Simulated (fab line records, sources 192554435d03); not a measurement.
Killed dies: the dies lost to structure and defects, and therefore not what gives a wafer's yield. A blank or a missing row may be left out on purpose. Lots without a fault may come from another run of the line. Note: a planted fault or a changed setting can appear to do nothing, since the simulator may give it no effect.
Which tool was responsible? || flow n5-finfet || Sampling: 9 lots, 24 wafers, 8 of 1938 route steps

WHAT EACH GAUGE READ, for each wafer
N5_GATE_CUT_INSPECT_26: inspects for defects (darkfield). Usual: raw-defect-count at 42, with a standard deviation of 16.
{"lot": "L585", "measured": "day 5 10:24", "on": "defect-inspect-01", "raw-defect-count": "48 70 71", "flag": ""}
{"lot": "L587", "measured": "day 5 22:48", "on": "defect-inspect-02", "raw-defect-count": "88 49 58", "flag": ""}
{"lot": "L588", "measured": "day 6 06:19", "on": "defect-inspect-02", "raw-defect-count": "56 25 28", "flag": ""}
{"lot": "L592", "measured": "day 7 07:09", "on": "defect-inspect-01", "raw-defect-count": "27 25 30", "flag": ""}
{"lot": "L595", "measured": "day 7 20:38", "on": "defect-inspect-02", "raw-defect-count": "36 29 55", "flag": ""}
{"lot": "L598", "measured": "day 8 17:12", "on": "defect-inspect-01", "raw-defect-count": "44 53", "flag": ""}
{"lot": "L601", "measured": "day 9 11:45", "on": "defect-inspect-02", "raw-defect-count": "27 24", "flag": ""}
{"lot": "L603", "measured": "day 10 02:32", "on": "defect-inspect-02", "raw-defect-count": "48 45", "flag": ""}
{"lot": "L605", "measured": "day 10 15:04", "on": "defect-inspect-01", "raw-defect-count": "24 48 36", "flag": ""}

N5_MOL_CONTACT_COAG_CD_MEAS_99: target cd 17.2 nm. Usual: cd-nm at 17.2 nm, with a standard deviation of 0.32.
{"lot": "L585", "measured": "day 5 11:20", "on": "cd-sem-01", "cd-nm (nm)": "17.6 16.7 17.0", "flag": ""}
{"lot": "L587", "measured": "day 5 23:37", "on": "cd-sem-01", "cd-nm (nm)": "17.6 17.1 17.3", "flag": ""}
{"lot": "L588", "measured": "day 6 07:22", "on": "cd-sem-03", "cd-nm (nm)": "17.9 17.3 17.6", "flag": ""}
{"lot": "L592", "measured": "day 7 07:58", "on": "cd-sem-02", "cd-nm (nm)": "17.4 17.2 17.2", "flag": ""}
{"lot": "L595", "measured": "day 7 21:30", "on": "cd-sem-03", "cd-nm (nm)": "17.2 17.4 17.5", "flag": ""}
{"lot": "L598", "measured": "day 8 18:01", "on": "cd-sem-02", "cd-nm (nm)": "- 17.8", "flag": ""}
{"lot": "L601", "measured": "day 9 12:41", "on": "cd-sem-03", "cd-nm (nm)": "- 17.8", "flag": ""}
{"lot": "L603", "measured": "day 10 03:34", "on": "cd-sem-01", "cd-nm (nm)": "- 17.0", "flag": ""}
{"lot": "L605", "measured": "day 10 16:51", "on": "cd-sem-01", "cd-nm (nm)": "17.2 17.1 17.8", "flag": ""}

N5_MOL_CONTACT_COAG_CD_MEAS_40: target cd 25.1 nm. Usual: cd-nm at 25.08 nm, with a standard deviation of 0.22.
{"lot": "L585", "measured": "day 6 01:51", "on": "cd-sem-01", "cd-nm (nm)": "25.49 25.41 25.23", "flag": ""}
{"lot": "L587", "measured": "day 6 09:12", "on": "cd-sem-03", "cd-nm (nm)": "25.04 25.23 25.09", "flag": ""}
{"lot": "L588", "measured": "day 6 18:29", "on": "cd-sem-02", "cd-nm (nm)": "25.46 24.93 25.02", "flag": ""}
{"lot": "L592", "measured": "day 7 21:44", "on": "cd-sem-03", "cd-nm (nm)": "24.99 24.99 25.04", "flag": ""}
{"lot": "L595", "measured": "day 8 06:57", "on": "cd-sem-03", "cd-nm (nm)": "24.88 25.23 25.47", "flag": ""}
{"lot": "L598", "measured": "day 9 04:26", "on": "cd-sem-01", "cd-nm (nm)": "- 25.16", "flag": ""}
{"lot": "L601", "measured": "day 10 02:14", "on": "cd-sem-03", "cd-nm (nm)": "- 25.32", "flag": ""}
{"lot": "L603", "measured": "day 10 17:04", "on": "cd-sem-02", "cd-nm (nm)": "- 25.28", "flag": ""}
{"lot": "L605", "measured": "day 11 05:11", "on": "cd-sem-03", "cd-nm (nm)": "25.10 25.16 25.09", "flag": ""}

N5_BEOL_M4_RC_MEAS_101. Usual: DIBL_N 35.9 mV/V, standard deviation 1.2; DIBL_P 35.9 mV/V, standard deviation 1.4; IOFF_N 0.149 nA/um, standard deviation 0.02; IOFF_P 0.205 nA/um, standard deviation 0.022; ION_N 671 uA/um, standard deviation 8.8; ION_P 461 uA/um, standard deviation 5.9; SS_N 71.4 mV/dec, standard deviation 0.51; SS_P 73.2 mV/dec, standard deviation 0.56; VT_N 250.6 mV, standard deviation 2.5; VT_P -250.1 mV, standard deviation 2.3.
{"lot": "L585", "measured": "day 11 01:32", "on": "prober-02", "DIBL_N (mV/V)": "37.0 35.5 38.0", "DIBL_P (mV/V)": "37.7 36.1 38.8", "IOFF_N (nA/um)": "0.184 0.155 0.207", "IOFF_P (nA/um)": "0.238 0.216 0.269", "ION_N (uA/um)": "672 674 686", "ION_P (uA/um)": "458 463 467", "SS_N (mV/dec)": "71.2 70.7 72.1", "SS_P (mV/dec)": "73.6 73.3 73.7", "VT_N (mV)": "248.2 249.1 248.1", "VT_P (mV)": "-247.7 -250.2 -247.6", "flag": ""}
{"lot": "L587", "measured": "day 11 06:17", "on": "prober-02", "DIBL_N (mV/V)": "37.3 37.2 36.7", "DIBL_P (mV/V)": "36.6 37.1 36.6", "IOFF_N (nA/um)": "0.157 0.161 0.153", "IOFF_P (nA/um)": "0.214 0.222 0.214", "ION_N (uA/um)": "664 674 676", "ION_P (uA/um)": "461 467 463", "SS_N (mV/dec)": "72.2 71.4 71.5", "SS_P (mV/dec)": "73.2 73.3 73.2", "VT_N (mV)": "249.4 248.5 248.4", "VT_P (mV)": "-245.2 -248.9 -249.7", "flag": ""}
{"lot": "L588", "measured": "day 11 06:32", "on": "prober-01", "DIBL_N (mV/V)": "35.2 36.3 35.7", "DIBL_P (mV/V)": "35.3 36.9 36.8", "IOFF_N (nA/um)": "0.126 0.146 0.137", "IOFF_P (nA/um)": "0.174 0.195 0.201", "ION_N (uA/um)": "666 674 667", "ION_P (uA/um)": "451 460 464", "SS_N (mV/dec)": "71.1 72.0 71.2", "SS_P (mV/dec)": "72.8 73.3 73.7", "VT_N (mV)": "252.4 251.7 254.8", "VT_P (mV)": "-251.1 -251.5 -249.2", "flag": ""}
{"lot": "L592", "measured": "day 12 13:40", "on": "prober-02", "DIBL_N (mV/V)": "37.0 36.9 37.1", "DIBL_P (mV/V)": "35.8 34.5 35.2", "IOFF_N (nA/um)": "0.146 0.152 0.149", "IOFF_P (nA/um)": "0.185 0.175 0.183", "ION_N (uA/um)": "669 663 657", "ION_P (uA/um)": "450 448 453", "SS_N (mV/dec)": "71.9 72.6 72.6", "SS_P (mV/dec)": "73.0 73.0 73.0", "VT_N (mV)": "253.8 252.3 251.9", "VT_P (mV)": "-253.3 -252.4 -252.8", "flag": ""}
{"lot": "L595", "measured": "day 12 20:46", "on": "prober-02", "DIBL_N (mV/V)": "33.5 35.2 34.5", "DIBL_P (mV/V)": "33.7 35.4 34.5", "IOFF_N (nA/um)": "0.108 0.131 0.119", "IOFF_P (nA/um)": "0.159 0.183 0.166", "ION_N (uA/um)": "654 670 658", "ION_P (uA/um)": "454 462 451", "SS_N (mV/dec)": "71.1 71.8 70.7", "SS_P (mV/dec)": "73.4 73.5 72.6", "VT_N (mV)": "256.5 252.5 253.0", "VT_P (mV)": "-254.7 -251.4 -255.3", "flag": ""}
{"lot": "L598", "measured": "day 14 21:06", "on": "prober-02", "DIBL_N (mV/V)": 34.3, "DIBL_P (mV/V)": 33.9, "IOFF_N (nA/um)": 0.130, "IOFF_P (nA/um)": 0.185, "ION_N (uA/um)": 673, "ION_P (uA/um)": 470, "SS_N (mV/dec)": 70.8, "SS_P (mV/dec)": 72.9, "VT_N (mV)": 253.4, "VT_P (mV)": -250.6, "flag": ""}
{"lot": "L601", "measured": "day 13 15:26", "on": "prober-01", "DIBL_N (mV/V)": 34.8, "DIBL_P (mV/V)": 36.1, "IOFF_N (nA/um)": 0.152, "IOFF_P (nA/um)": 0.213, "ION_N (uA/um)": 665, "ION_P (uA/um)": 465, "SS_N (mV/dec)": 71.1, "SS_P (mV/dec)": 72.9, "VT_N (mV)": 250.1, "VT_P (mV)": -251.6, "flag": ""}
{"lot": "L603", "measured": "day 15 04:35", "on": "prober-02", "DIBL_N (mV/V)": 36.2, "DIBL_P (mV/V)": 35.8, "IOFF_N (nA/um)": 0.145, "IOFF_P (nA/um)": 0.202, "ION_N (uA/um)": 665, "ION_P (uA/um)": 456, "SS_N (mV/dec)": 71.6, "SS_P (mV/dec)": 72.9, "VT_N (mV)": 247.4, "VT_P (mV)": -251.8, "flag": ""}
{"lot": "L605", "measured": "day 16 00:40", "on": "prober-02", "DIBL_N (mV/V)": "37.5 36.5 36.1", "DIBL_P (mV/V)": "35.7 34.1 34.7", "IOFF_N (nA/um)": "0.171 0.145 0.144", "IOFF_P (nA/um)": "0.244 0.216 0.222", "ION_N (uA/um)": "680 664 673", "ION_P (uA/um)": "473 461 470", "SS_N (mV/dec)": "71.2 71.5 71.0", "SS_P (mV/dec)": "74.4 74.0 73.2", "VT_N (mV)": "247.1 249.7 249.8", "VT_P (mV)": "-247.2 -248.4 -246.4", "flag": ""}

WHICH TOOL RAN EACH LOT (tool, then ch and the chambers of the sampled wafers, then the start)
{"lot": "L585", "N5_GATE_CUT_CMP_23": "cmp-01 ch 1,2, day 5 09:21", "N5_MOL_CONTACT_COAG_CONTACT_ETCH_14": "rie-diel-03 ch 0,1,3, day 5 11:08", "N5_MOL_CONTACT_COAG_ETCH_15": "rie-diel-03 ch 0,1,3, day 5 11:10", "N5_MOL_CONTACT_COAG_PRE_CLEAN_141": "pvd-sputter-02, day 5 15:37"}
{"lot": "L587", "N5_GATE_CUT_CMP_23": "cmp-03 ch 0,2, day 5 21:46", "N5_MOL_CONTACT_COAG_CONTACT_ETCH_14": "rie-diel-05 ch 1,2,3, day 5 23:24", "N5_MOL_CONTACT_COAG_ETCH_15": "rie-diel-05 ch 1,2,3, day 5 23:26", "N5_MOL_CONTACT_COAG_PRE_CLEAN_141": "pvd-sputter-02, day 6 01:51"}
{"lot": "L588", "N5_GATE_CUT_CMP_23": "cmp-01 ch 0,2,3, day 6 05:11", "N5_MOL_CONTACT_COAG_CONTACT_ETCH_14": "rie-diel-05 ch 2,3, day 6 07:09", "N5_MOL_CONTACT_COAG_ETCH_15": "rie-diel-05 ch 2,3, day 6 07:11", "N5_MOL_CONTACT_COAG_PRE_CLEAN_141": "pvd-sputter-03, day 6 09:37"}
{"lot": "L592", "N5_GATE_CUT_CMP_23": "cmp-02 ch 1,2,3, day 7 06:09", "N5_MOL_CONTACT_COAG_CONTACT_ETCH_14": "rie-diel-06 ch 0,1,2, day 7 07:45", "N5_MOL_CONTACT_COAG_ETCH_15": "rie-diel-06 ch 0,1,2, day 7 07:47", "N5_MOL_CONTACT_COAG_PRE_CLEAN_141": "pvd-sputter-01, day 7 12:10"}
{"lot": "L595", "N5_GATE_CUT_CMP_23": "cmp-01 ch 0,1, day 7 19:35", "N5_MOL_CONTACT_COAG_CONTACT_ETCH_14": "rie-diel-05 ch 0,2,3, day 7 21:17", "N5_MOL_CONTACT_COAG_ETCH_15": "rie-diel-05 ch 0,2,3, day 7 21:19", "N5_MOL_CONTACT_COAG_PRE_CLEAN_141": "pvd-sputter-02, day 7 23:17"}
{"lot": "L598", "N5_GATE_CUT_CMP_23": "cmp-02 ch 0,3, day 8 16:10", "N5_MOL_CONTACT_COAG_CONTACT_ETCH_14": "rie-diel-05 ch 0,1, day 8 17:48", "N5_MOL_CONTACT_COAG_ETCH_15": "rie-diel-05 ch 0,1, day 8 17:50", "N5_MOL_CONTACT_COAG_PRE_CLEAN_141": "pvd-sputter-03, day 8 20:04"}
{"lot": "L601", "N5_GATE_CUT_CMP_23": "cmp-01 ch 0,1, day 9 10:45", "N5_MOL_CONTACT_COAG_CONTACT_ETCH_14": "rie-diel-05 ch 0,2, day 9 12:28", "N5_MOL_CONTACT_COAG_ETCH_15": "rie-diel-05 ch 0,2, day 9 12:31", "N5_MOL_CONTACT_COAG_PRE_CLEAN_141": "pvd-sputter-02, day 9 17:29"}
{"lot": "L603", "N5_GATE_CUT_CMP_23": "cmp-02 ch 1,3, day 10 01:36", "N5_MOL_CONTACT_COAG_CONTACT_ETCH_14": "rie-diel-05 ch 0,2, day 10 03:20", "N5_MOL_CONTACT_COAG_ETCH_15": "rie-diel-05 ch 0,2, day 10 03:23", "N5_MOL_CONTACT_COAG_PRE_CLEAN_141": "pvd-sputter-01, day 10 06:56"}
{"lot": "L605", "N5_GATE_CUT_CMP_23": "cmp-02 ch 1,2, day 10 14:01", "N5_MOL_CONTACT_COAG_CONTACT_ETCH_14": "rie-diel-06 ch 1,2,3, day 10 16:38", "N5_MOL_CONTACT_COAG_ETCH_15": "rie-diel-06 ch 1,2,3, day 10 16:40", "N5_MOL_CONTACT_COAG_PRE_CLEAN_141": "pvd-sputter-02, day 10 19:04"}
- N5_GATE_CUT_CMP_23: polishes, stops on SiO2, t overpolish 23.4 s, target thk 16 nm.
- N5_MOL_CONTACT_COAG_CONTACT_ETCH_14: etches SiO2 in C4F6/O2, target depth 27.5 nm, overetch 8.5 nm, time 20 s.
- N5_MOL_CONTACT_COAG_ETCH_15: etches SiNx in CH3F/O2, stops on Si:P, target depth 7 nm.
- N5_MOL_CONTACT_COAG_PRE_CLEAN_141: time 60 s.

AS READ BY THE TOOLS THEMSELVES (means over the sampled wafers that have a number; for cases with no such wafer, the mark the record gives instead)
N5_GATE_CUT_CMP_23. Usual: motor-current-A 9.1 A, standard deviation 0.67; overpolish-run-s 23.399 s, standard deviation 0.0094; time-to-endpoint-s 19.5 s, standard deviation 2.1.
{"lot": "L585", "tool": "cmp-01", "motor-current-A (A)": 9.9, "overpolish-run-s (s)": 23.405, "time-to-endpoint-s (s)": 19.9, "flag": ""}
{"lot": "L587", "tool": "cmp-03", "motor-current-A (A)": 10.2, "overpolish-run-s (s)": 23.398, "time-to-endpoint-s (s)": 18.5, "flag": ""}
{"lot": "L588", "tool": "cmp-01", "motor-current-A (A)": 9.8, "overpolish-run-s (s)": 23.404, "time-to-endpoint-s (s)": 17.0, "flag": ""}
{"lot": "L592", "tool": "cmp-02", "motor-current-A (A)": 8.6, "overpolish-run-s (s)": 23.398, "time-to-endpoint-s (s)": 18.8, "flag": ""}
{"lot": "L595", "tool": "cmp-01", "motor-current-A (A)": 9.3, "overpolish-run-s (s)": 23.397, "time-to-endpoint-s (s)": 21.2, "flag": ""}
{"lot": "L598", "tool": "cmp-02", "motor-current-A (A)": 8.6, "overpolish-run-s (s)": 23.404, "time-to-endpoint-s (s)": 20.8, "flag": ""}
{"lot": "L601", "tool": "cmp-01", "motor-current-A (A)": 9.5, "overpolish-run-s (s)": 23.397, "time-to-endpoint-s (s)": 20.9, "flag": ""}
{"lot": "L603", "tool": "cmp-02", "motor-current-A (A)": 8.6, "overpolish-run-s (s)": 23.413, "time-to-endpoint-s (s)": 19.2, "flag": ""}
{"lot": "L605", "tool": "cmp-02", "motor-current-A (A)": 8.7, "overpolish-run-s (s)": 23.401, "time-to-endpoint-s (s)": 23.5, "flag": ""}

N5_MOL_CONTACT_COAG_CONTACT_ETCH_14. Usual: drypump-motor-current-A 5.7 A, standard deviation 0.45; oes-product-au 0.65 a.u., standard deviation 0.065; rf-vpp-V 691.4 V, standard deviation 2.4; run-length-s 43.1 s, standard deviation 0.38; showerhead-plenum-p-Torr 2.84 Torr, standard deviation 0.068; throttle-valve-pct 21.40 %, standard deviation 0.29.
{"lot": "L585", "tool": "rie-diel-03", "drypump-motor-current-A (A)": 5.5, "oes-product-au (a.u.)": 0.63, "rf-vpp-V (V)": 691.5, "run-length-s (s)": 42.9, "showerhead-plenum-p-Torr (Torr)": 2.82, "throttle-valve-pct (%)": 21.41, "flag": ""}
{"lot": "L587", "tool": "rie-diel-05", "drypump-motor-current-A (A)": 6.1, "oes-product-au (a.u.)": 0.62, "rf-vpp-V (V)": 691.1, "run-length-s (s)": 43.4, "showerhead-plenum-p-Torr (Torr)": 2.83, "throttle-valve-pct (%)": 21.50, "flag": ""}
{"lot": "L588", "tool": "rie-diel-05", "drypump-motor-current-A (A)": 5.7, "oes-product-au (a.u.)": 0.62, "rf-vpp-V (V)": 691.7, "run-length-s (s)": 43.3, "showerhead-plenum-p-Torr (Torr)": 2.86, "throttle-valve-pct (%)": 21.59, "flag": ""}
{"lot": "L592", "tool": "rie-diel-06", "drypump-motor-current-A (A)": 5.7, "oes-product-au (a.u.)": 0.65, "rf-vpp-V (V)": 690.9, "run-length-s (s)": 43.2, "showerhead-plenum-p-Torr (Torr)": 2.84, "throttle-valve-pct (%)": 21.35, "flag": ""}
{"lot": "L595", "tool": "rie-diel-05", "drypump-motor-current-A (A)": 6.0, "oes-product-au (a.u.)": 0.68, "rf-vpp-V (V)": 691.9, "run-length-s (s)": 43.1, "showerhead-plenum-p-Torr (Torr)": 2.85, "throttle-valve-pct (%)": 21.29, "flag": ""}
{"lot": "L598", "tool": "rie-diel-05", "drypump-motor-current-A (A)": 6.5, "oes-product-au (a.u.)": 0.77, "rf-vpp-V (V)": 689.4, "run-length-s (s)": 39.2, "showerhead-plenum-p-Torr (Torr)": 2.79, "throttle-valve-pct (%)": 21.13, "flag": "OFF"}
{"lot": "L601", "tool": "rie-diel-05", "drypump-motor-current-A (A)": 6.4, "oes-product-au (a.u.)": 0.76, "rf-vpp-V (V)": 691.1, "run-length-s (s)": 39.2, "showerhead-plenum-p-Torr (Torr)": 2.84, "throttle-valve-pct (%)": 21.10, "flag": "OFF"}
{"lot": "L603", "tool": "rie-diel-05", "drypump-motor-current-A (A)": 6.3, "oes-product-au (a.u.)": 0.76, "rf-vpp-V (V)": 692.3, "run-length-s (s)": 39.3, "showerhead-plenum-p-Torr (Torr)": 2.83, "throttle-valve-pct (%)": 21.12, "flag": "OFF"}
{"lot": "L605", "tool": "rie-diel-06", "drypump-motor-current-A (A)": 5.4, "oes-product-au (a.u.)": 0.72, "rf-vpp-V (V)": 691.2, "run-length-s (s)": 42.9, "showerhead-plenum-p-Torr (Torr)": 2.83, "throttle-valve-pct (%)": 21.37, "flag": ""}

N5_MOL_CONTACT_COAG_ETCH_15. Usual: drypump-motor-current-A 5.7 A, standard deviation 0.45; oes-product-au 0.56 a.u., standard deviation 0.056; rf-vpp-V 295.0 V, standard deviation 2.8; showerhead-plenum-p-Torr 1.97 Torr, standard deviation 0.05; throttle-valve-pct 16.46 %, standard deviation 0.28.
{"lot": "L585", "tool": "rie-diel-03", "drypump-motor-current-A (A)": 5.5, "oes-product-au (a.u.)": 0.54, "rf-vpp-V (V)": 294.9, "showerhead-plenum-p-Torr (Torr)": 1.96, "throttle-valve-pct (%)": 16.50, "flag": ""}
{"lot": "L587", "tool": "rie-diel-05", "drypump-motor-current-A (A)": 6.1, "oes-product-au (a.u.)": 0.54, "rf-vpp-V (V)": 291.8, "showerhead-plenum-p-Torr (Torr)": 1.96, "throttle-valve-pct (%)": 16.56, "flag": ""}
{"lot": "L588", "tool": "rie-diel-05", "drypump-motor-current-A (A)": 5.7, "oes-product-au (a.u.)": 0.53, "rf-vpp-V (V)": 293.7, "showerhead-plenum-p-Torr (Torr)": 1.99, "throttle-valve-pct (%)": 16.64, "flag": ""}
{"lot": "L592", "tool": "rie-diel-06", "drypump-motor-current-A (A)": 5.7, "oes-product-au (a.u.)": 0.56, "rf-vpp-V (V)": 296.1, "showerhead-plenum-p-Torr (Torr)": 1.97, "throttle-valve-pct (%)": 16.42, "flag": ""}
{"lot": "L595", "tool": "rie-diel-05", "drypump-motor-current-A (A)": 6.0, "oes-product-au (a.u.)": 0.59, "rf-vpp-V (V)": 294.6, "showerhead-plenum-p-Torr (Torr)": 1.98, "throttle-valve-pct (%)": 16.34, "flag": ""}
{"lot": "L598", "tool": "rie-diel-05", "drypump-motor-current-A (A)": 6.5, "oes-product-au (a.u.)": 0.43, "rf-vpp-V (V)": 293.4, "showerhead-plenum-p-Torr (Torr)": 1.93, "throttle-valve-pct (%)": 16.17, "flag": ""}
{"lot": "L601", "tool": "rie-diel-05", "drypump-motor-current-A (A)": 6.3, "oes-product-au (a.u.)": 0.47, "rf-vpp-V (V)": 295.5, "showerhead-plenum-p-Torr (Torr)": 1.97, "throttle-valve-pct (%)": 16.12, "flag": ""}
{"lot": "L603", "tool": "rie-diel-05", "drypump-motor-current-A (A)": 6.3, "oes-product-au (a.u.)": 0.44, "rf-vpp-V (V)": 294.9, "showerhead-plenum-p-Torr (Torr)": 1.97, "throttle-valve-pct (%)": 16.13, "flag": ""}
{"lot": "L605", "tool": "rie-diel-06", "drypump-motor-current-A (A)": 5.4, "oes-product-au (a.u.)": 0.62, "rf-vpp-V (V)": 296.0, "showerhead-plenum-p-Torr (Torr)": 1.97, "throttle-valve-pct (%)": 16.39, "flag": ""}

N5_MOL_CONTACT_COAG_PRE_CLEAN_141. Usual: heater-power-w at 462 W, with a standard deviation of 65.
{"lot": "L585", "tool": "pvd-sputter-02", "heater-power-w (W)": 437, "flag": ""}
{"lot": "L587", "tool": "pvd-sputter-02", "heater-power-w (W)": 432, "flag": ""}
{"lot": "L588", "tool": "pvd-sputter-03", "heater-power-w (W)": 485, "flag": ""}
{"lot": "L592", "tool": "pvd-sputter-01", "heater-power-w (W)": 508, "flag": ""}
{"lot": "L595", "tool": "pvd-sputter-02", "heater-power-w (W)": 437, "flag": ""}
{"lot": "L598", "tool": "pvd-sputter-03", "heater-power-w (W)": 431, "flag": ""}
{"lot": "L601", "tool": "pvd-sputter-02", "heater-power-w (W)": 402, "flag": ""}
{"lot": "L603", "tool": "pvd-sputter-01", "heater-power-w (W)": 548, "flag": ""}
{"lot": "L605", "tool": "pvd-sputter-02", "heater-power-w (W)": 444, "flag": ""}

THE ANSWER, worked out from the rows above alone
Rule: lot off if the mean of its wafers having a number is beyond 3 standard deviations from the usual mean. Also off: a lot with no number at a reading for which 4 or more lots have one. Any other lot the step has rows for is counted as sound. Order of review: gauges by route order, followed by the tools' own readings, for which a lot's mean as printed above is used. At the first step where some lot is off, the reading lying furthest off is the one used; lots without a number count as furthest.
Off: L598, L601, L603 (N5_MOL_CONTACT_COAG_CONTACT_ETCH_14, run-length-s).
A tool fits if, at that step or a process step before it, it ran every lot that is off, and no sound lot after the first of them. One candidate fits, namely rie-diel-05 at N5_MOL_CONTACT_COAG_CONTACT_ETCH_14. Its last sound lot is L595 (day 7 21:17), its first lot that is off L598 (day 8 17:48): a fault that began between those two fits.
On the lots that are off, the tool's own readings at N5_MOL_CONTACT_COAG_CONTACT_ETCH_14 differ by more than 5 times the standard deviation of the sound lots' means, which bears it out; run-length-s reads 39.2 s there versus 43.1 s on the sound lots.

WHAT HAD BEEN PUT IN BY THE SIMULATOR
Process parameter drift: rie-diel-05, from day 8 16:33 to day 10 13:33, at N5_MOL_CONTACT_COAG_CONTACT_ETCH_14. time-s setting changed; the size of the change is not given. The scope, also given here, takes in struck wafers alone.
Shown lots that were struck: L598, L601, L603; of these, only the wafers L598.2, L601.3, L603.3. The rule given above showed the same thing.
